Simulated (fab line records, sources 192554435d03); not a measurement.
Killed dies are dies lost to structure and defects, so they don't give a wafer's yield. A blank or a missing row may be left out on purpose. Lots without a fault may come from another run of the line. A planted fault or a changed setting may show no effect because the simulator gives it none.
fab line records | flow n5_finfet
record lots=4 wafers=12 last_day=15
route steps=1938 shown SD_EPI_N@276 SD_EPI_P@295 SD_ACTIVATION@332 BEOL_M4@1111 PASSIVATION@1936
lots that met no fault: from a run of the same line without faults
start_h: hours from the record's first day to the start of the lot's first wafer shown | wait_h: hours since the lot's step before | " the same as in the row above | L1.1+2: a row that stands for several wafers | - no value, or no start given | * or withheld: withheld | < > ~ a bound
route shown NAME@n: a module of which the file shows steps, and the number in the route of the first | usual: mean/standard deviation of fault-free wafers | same: alike in all rows | chamber/n: place in a boat | sites: the reading at each site | _std_site: their standard deviation | _edge_site: outer sites' mean less inner sites' | radius_mm: how far each site lies from the wafer's centre | mask NAME#n: copy n | behind: the tool/chamber that last shaped the wafer | hold: why the lot was held/for how many hours/how that ended | device: the transistor (n, p or np) that didn't switch | end of line: the same wafers' tests at the end of the route | a step without rows: its recipe alone | killed: dies lost to structure and defects at the first sort, not the wafer's yield | map: a wafer's dies, x killed, . not, _ none there
set.NAME: the setting as run; set.NAME@STEP: as run at that earlier step | model.NAME: the simulator's own value behind a step, which no gauge read
lots at some steps of the route; a table a step, a row a wafer
## steps
# step N5_SD_EPI_N_STRIP_36
# recipe chemistry=N2/H2 temp_c=40 n2_flow_sccm=200 h2_flow_sccm=200 rf_frequency_hz=6e+07
# step N5_SD_EPI_N_ETCHBACK_44
# recipe chemistry=CH3F/O2 mode=anisotropic_etchback target=SiNx target_depth_a=145 stop_on=SiO2 over_etch_frac=0.3 ion_energy_ev=120 pressure_mtorr=30 source_w=395 bias_w=73 Ar_flow_sccm=150 CH3F_flow_sccm=30 O2_flow_sccm=20
# step N5_SD_EPI_N_ETCH_45
# recipe chemistry=CH3F/O2 target=SiOCN target_depth_a=60 mask_material=SOC ion_energy_ev=60 bias_w=29 pressure_mtorr=15 source_w=410 Ar_flow_sccm=150 CH3F_flow_sccm=30 O2_flow_sccm=20
# step N5_SD_EPI_N_ETCH_16
# recipe chemistry=CHF3/O2 target=SiO2 target_depth_a=50 mask_material=SOC pressure_mtorr=30 source_w=650 bias_w=170 Ar_flow_sccm=200 CHF3_flow_sccm=50 O2_flow_sccm=5 ion_energy_ev=200
# step N5_SD_EPI_N_STRIP_47
# recipe chemistry=CHF3/O2 resist=SiARC rf_frequency_hz=6e+07
# step N5_SD_EPI_N_SD_RECESS_17
# recipe chemistry=HBr/Cl2/O2 target_depth_a=410 mask_material=SOC time_s=23.7 bt_time_s=3 pressure_mtorr=10 icp_w=800 bias_w=112 HBr_flow_sccm=150 Cl2_flow_sccm=80 O2_flow_sccm=12
# step N5_SD_EPI_N_STRIP_38
# recipe chemistry=N2/H2 power_w=1000 temp_c=250 h2_frac=0.65 overash_fraction=0.3 pressure_mtorr=withheld n2_flow_sccm=1750 h2_flow_sccm=3250
# step N5_SD_EPI_N_WET_ETCH_43
# recipe chemistry=dHF dilution=withheld time_s=14 target=SiO2 target_depth_a=15 temp_c=25
# step N5_SD_EPI_N_STRIP_18
# recipe chemistry=SPM time_s=750 temp_c=130 h2so4_h2o2_vol_ratio=4
# step N5_SD_EPI_N_SRD_20
# recipe dry=ipa_marangoni do_ppb=5 time_s=30 temp_c=23 rinse_liquid=diw
# step N5_SD_EPI_N_PRECLEAN_48
# recipe chemistry=NF3:NH3 afs_cycles=2 temp_c=30 time_s=20 sublimation_temp_c=180 sublimation_time_s=60 pressure_torr=3 rf_power_w=30
# step N5_SD_EPI_N_VAPOR_ETCH_50
# recipe chemistry=HCl target=Si temp_c=775 time_s=54 pressure_torr=20 mode=isotropic
# step N5_SD_EPI_N_EPI_21
# recipe material=Si:P dopant=P temp_c=680 pressure_torr=255 time_s=690
# columns lot.wafer tool chamber start_h wait_h
L543.2+4+5 epi_rpcvd-01 0 76.50 0.4
L548.1+2+3 epi_rpcvd-01 0 104.05 0.1
L552.1+4+5 epi_rpcvd-01 0 129.15 0.1
L554.2+3+5 epi_rpcvd-04 0 144.52 0.5
# step N5_SD_EPI_N_PRECLEAN_24
# recipe chemistry=O3/DIW time_s=60 temp_c=22 o3_ppm=10
# step N5_SD_EPI_N_SRD_25
# recipe time_s=30 temp_c=23 rinse_liquid=diw dry=ipa_marangoni
# step N5_SD_EPI_N_PRECLEAN_49
# recipe chemistry=NF3:NH3 afs_cycles=1 temp_c=30 time_s=20 sublimation_temp_c=180 sublimation_time_s=60 pressure_torr=3 rf_power_w=30
# step N5_SD_EPI_N_LINER_46
# recipe material=SiNx target_thk_a=30 temp_c=400 ald_precursor_family=SiH2I2 ald_co_reactant=N2/H2-plasma pressure_torr=2
# step N5_SD_EPI_P_COAT_34
# recipe resist=SOC temp_c=250 time_s=60 spin_rpm=1500 resist_thk_nm=350
# step N5_SD_EPI_P_COAT_35
# recipe resist=SiARC temp_c=220 time_s=60 spin_rpm=1500 resist_thk_nm=35
# step N5_SD_EPI_P_COAT_03
# recipe resist=CAR-ArF-block spin_rpm=1500 resist_thk_nm=150
# step N5_SD_EPI_P_EBR_05
# recipe solvent=PGMEA ebr_width_mm=1.5
# step N5_SD_EPI_P_SOFTBAKE_04
# recipe temp_c=110 time_s=60 resist=CAR-ArF-block
# step N5_SD_EPI_P_EXPOSE_06
# recipe mask_id=SD_P_BLK na=1.35 source_shape=conventional sigma_outer=0.8 polarization=unpolarized target_cd_nm=240 dose_mj=39.5
# step N5_SD_EPI_P_PEB_07
# recipe peb_temp_c=110 peb_time_s=60 resist=CAR-ArF-block
# step N5_SD_EPI_P_DEVELOP_08
# recipe develop_time_s=30 developer=TMAH resist=CAR-ArF-block dev_temp_c=23 rinse_liquid=diw dry=air_spin
# step N5_SD_EPI_P_DESCUM_14
# recipe chemistry=O2 time_s=7.9 source_power_w=50 bias_power_w=20 pressure_mtorr=20 rf_frequency_hz=2.712e+07 temp_c=40 resist=CAR-ArF-block o2_flow_sccm=225
# step N5_SD_EPI_P_ETCH_36
# recipe chemistry=CF4 target=SiARC target_depth_a=455 mask_material=CAR-ArF-block time_s=75.8 ion_energy_ev=80 pressure_mtorr=40 source_w=545 bias_w=36 Ar_flow_sccm=100 cf4_flow_sccm=100 ends=cleared
# step N5_SD_EPI_P_ETCH_37
# recipe chemistry=N2/H2 target=SOC overetch_a=1080 mask_material=SiARC temp_c=40 ion_energy_ev=100 source_w=3000 bias_w=133 pressure_mtorr=20 time_s=486 n2_flow_sccm=200 h2_flow_sccm=200 ends=end_point
# step N5_SD_EPI_P_STRIP_38
# recipe chemistry=N2/H2 temp_c=40 n2_flow_sccm=200 h2_flow_sccm=200 rf_frequency_hz=6e+07
# step N5_SD_EPI_P_ETCHBACK_46
# recipe chemistry=CH3F/O2 mode=anisotropic_etchback target=SiNx target_depth_a=175 stop_on=SiO2 over_etch_frac=0.3 ion_energy_ev=120 pressure_mtorr=30 source_w=395 bias_w=73 Ar_flow_sccm=150 CH3F_flow_sccm=30 O2_flow_sccm=20
# step N5_SD_EPI_P_ETCH_47
# recipe chemistry=CH3F/O2 target=SiOCN target_depth_a=250 mask_material=SOC ion_energy_ev=60 bias_w=29 pressure_mtorr=30 source_w=410 Ar_flow_sccm=150 CH3F_flow_sccm=30 O2_flow_sccm=20
# step N5_SD_EPI_P_ETCH_16
# recipe chemistry=CHF3/O2 target=SiO2 target_depth_a=50 mask_material=SOC pressure_mtorr=30 source_w=650 bias_w=170 Ar_flow_sccm=200 CHF3_flow_sccm=50 O2_flow_sccm=5 ion_energy_ev=200
# step N5_SD_EPI_P_STRIP_50
# recipe chemistry=CHF3/O2 resist=SiARC rf_frequency_hz=6e+07
# step N5_SD_EPI_P_SD_RECESS_17
# recipe chemistry=HBr/Cl2/O2 target_depth_a=391 bt_time_s=3 pressure_mtorr=10 icp_w=800 bias_w=112 HBr_flow_sccm=150 Cl2_flow_sccm=80 O2_flow_sccm=12
# step N5_SD_EPI_P_WET_ETCH_45
# recipe chemistry=dHF dilution=withheld time_s=10.7 target=SiO2 target_depth_a=20 temp_c=25 dry=ipa_marangoni rinse_time_s=30 rinse_temp_c=23
# step N5_SD_EPI_P_STRIP_40
# recipe chemistry=N2/H2 power_w=1000 temp_c=250 h2_frac=0.65 overash_fraction=0.3 pressure_mtorr=withheld n2_flow_sccm=1750 h2_flow_sccm=3250
# step N5_SD_EPI_P_PRECLEAN_52
# recipe chemistry=O3/DIW time_s=60 temp_c=22 o3_ppm=10
# step N5_SD_ACTIVATION_RS_MEAS_03
# recipe thk_meas_gauge=four-point-probe
# usual RS_SD_N=22.0/0.33 RS_SD_P=56.2/0.92
# columns lot.wafer tool chamber start_h wait_h RS_SD_N[ohm/sq] RS_SD_P[ohm/sq]
L543.2 film_metro-02 - 83.70 0.2 22.9 56.3
L543.4 " - " " 22.4 56.8
L543.5 " - " " 22.7 55.7
L548.1 film_metro-02 - 110.91 0.2 20.6 55.9
L548.2 " - " " 20.8 56.1
L548.3 " - " " 20.9 56.2
L552.1 film_metro-02 - 136.40 0.2 20.8 55.7
L552.4 " - " " 20.7 55.9
L552.5 " - " " 20.9 55.7
L554.2 film_metro-01 - 152.53 0.2 22.4 58.4
L554.3 " - " " 22.6 57.2
L554.5 " - " " 22.6 57.3
# step N5_BEOL_M4_RC_MEAS_101
# usual DIBL_N=36.3/1.6 DIBL_P=36.2/2.1 IOFF_N=0.16/0.031 IOFF_P=0.21/0.034 ION_N=673/11 ION_P=461/7.4 RC_DENSE_N=18.9/0.44 RC_N=15.4/0.35 REXT_N=75.1/1.4 RS_SD_N=28.5/0.41 SS_N=71.6/0.55 SS_P=73.3/0.66 VT_N=251/3.2 VT_P=-251/3.5
# columns lot.wafer tool chamber start_h wait_h DIBL_N[mV/V] DIBL_P[mV/V] IOFF_N[nA/um] IOFF_P[nA/um] ION_N[uA/um] ION_P[uA/um] RC_DENSE_N[ohm.um] RC_N[ohm.um] REXT_N[ohm.um] RS_SD_N[ohm/sq] SS_N[mV/dec] SS_P[mV/dec] VT_N[mV] VT_P[mV]
L543.2 prober-02 0 185.20 0.2 34.9 34.7 0.14 0.20 666 457 18.9 15.5 76.1 29.3 71.0 72.7 253 -249
L543.4 " 0 " " 35.7 36.1 0.14 0.22 671 463 19.0 15.4 74.9 29.2 71.3 73.4 255 -248
L543.5 " 0 " " 34.6 34.3 0.13 0.19 663 460 19.3 15.6 74.6 29.2 70.6 73.1 254 -250
L548.1 prober-02 0 206.20 0.0 39.7 39.6 0.24 0.23 705 461 18.5 15.1 70.0 26.3 71.8 73.9 244 -251
L548.2 " 0 " " 38.0 38.3 0.20 0.24 685 460 17.9 14.7 70.9 27.0 70.9 74.1 245 -249
L548.3 " 0 " " 39.3 38.0 0.21 0.20 672 450 18.3 14.9 70.1 26.9 72.2 73.1 248 -256
L552.1 prober-01 0 236.31 0.0 37.5 36.0 0.17 0.18 697 467 16.7 13.7 70.5 26.8 71.4 73.3 245 -254
L552.4 " 0 " " 37.8 36.5 0.17 0.19 696 466 16.5 13.4 70.0 26.7 71.3 73.5 247 -252
L552.5 " 0 " " 37.6 35.5 0.17 0.17 687 451 17.1 14.0 70.8 27.1 71.3 72.5 248 -256
L554.2 prober-02 0 256.81 0.2 38.6 38.5 0.20 0.26 680 465 19.0 15.5 75.4 28.9 71.7 73.7 249 -247
L554.3 " 0 " " 35.4 35.7 0.14 0.21 662 463 19.5 15.8 76.6 28.8 71.0 73.4 252 -246
L554.5 " 0 " " 36.4 35.7 0.15 0.20 660 453 19.7 16.0 76.2 29.4 71.6 72.9 249 -250
# step N5_PASSIVATION_PROBE_49
# usual defect_limited_yield=91.5/1.5 killed_at_M0_to_M3=32/9.4 killed_at_M4_up=12/5.1 killed_at_contacts=11/7.4 killed_at_front_end=41/11 killed_at_other=3.4/2.5 killed_dies=100/17 killed_open=65/14 killed_short=33/7 sort_bin_5_function=4.9/0.96 sort_bin_6_memory=3.1/0.7 sort_n_pass=1080/17 sort_yield_pct=91.5/1.5
# same gross_dies=1180 killed_at_back_side=0 sort_bin_4_leakage[%]=0 sort_bin_8_speed[%]=0
# columns lot.wafer tool chamber start_h wait_h defect_limited_yield[%] killed_at_M0_to_M3 killed_at_M4_up killed_at_contacts killed_at_front_end killed_at_other killed_dies killed_open killed_short sort_bin_5_function[%] sort_bin_6_memory[%] sort_n_pass sort_yield_pct[%]
L554.2 prober-02 - 349.87 0.1 92.1 28 3 11 47 4 93 53 39 5.3 2.5 1087 92.1
L554.3 prober-02 - 349.92 0.1 91.4 43 7 8 43 1 102 58 43 5.0 3.5 1078 91.4
L554.5 prober-02 - 350.02 0.2 91.9 36 9 19 30 2 96 67 28 5.0 3.1 1084 91.9
# killed by level:class
L554.2 FIN_SAQP:geometric_particle:open=10 FIN_SAQP:geometric_particle:short=9 MOL_CONTACT_COAG:geometric_particle:open=9 DUMMY_GATE:geometric_particle:open=7 BEOL_M2:geometric_particle:open=5 BEOL_M2:geometric_particle:short=5 BEOL_M0_SAQP:geometric_particle:short=4 GATE_CUT:geometric_particle:short=3
L554.3 FIN_SAQP:geometric_particle:short=11 DUMMY_GATE:geometric_particle:open=10 FIN_SAQP:geometric_particle:open=9 BEOL_M1:geometric_particle:open=8 MOL_CONTACT_COAG:geometric_particle:open=6 BEOL_M2:geometric_particle:open=6 STARTING-WAFER:geometric_particle:short=6 BEOL_M1:geometric_particle:short=5
L554.5 MOL_CONTACT_COAG:geometric_particle:open=18 BEOL_M1:geometric_particle:open=13 DUMMY_GATE:geometric_particle:open=8 FIN_SAQP:geometric_particle:open=6 BEOL_M1:geometric_particle:short=6 BEOL_M2:geometric_particle:open=4 BEOL_M3:geometric_particle:open=4 FIN_SAQP:geometric_particle:short=3
## key
first_sign step=N5_SD_ACTIVATION_RS_MEAS_03 reading=RS_SD_N direction=down sigmas=3.6 usual=22.0 struck=20.8
effect step=N5_BEOL_M4_RC_MEAS_101 reading=RS_SD_N direction=down sigmas=4.2 usual=28.5 struck=26.8
effect step=N5_BEOL_M4_RC_MEAS_101 reading=REXT_N direction=down sigmas=3.4 usual=75.1 struck=70.4
effect step=N5_BEOL_M4_RC_MEAS_101 reading=RC_DENSE_N direction=down sigmas=3.2 usual=18.9 struck=17.5
effect step=N5_BEOL_M4_RC_MEAS_101 reading=RC_N direction=down sigmas=3.2 usual=15.4 struck=14.3
effect step=N5_BEOL_M4_RC_MEAS_101 reading=ION_N direction=up sigmas=1.6 usual=673 struck=690
met_at N5_SD_EPI_N_EPI_21
struck_wafers L548.1,L548.2,L548.3,L552.1,L552.4,L552.5
onset_between 76.50 104.05
fault kind=process_parameter_drift tool=epi_rpcvd-01 chamber=- onset_h=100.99 steps=N5_SD_EPI_N_EPI_21 channel=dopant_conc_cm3 offset=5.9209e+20 shape=step end_h=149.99 acts_in=these_recipes_only stated=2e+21
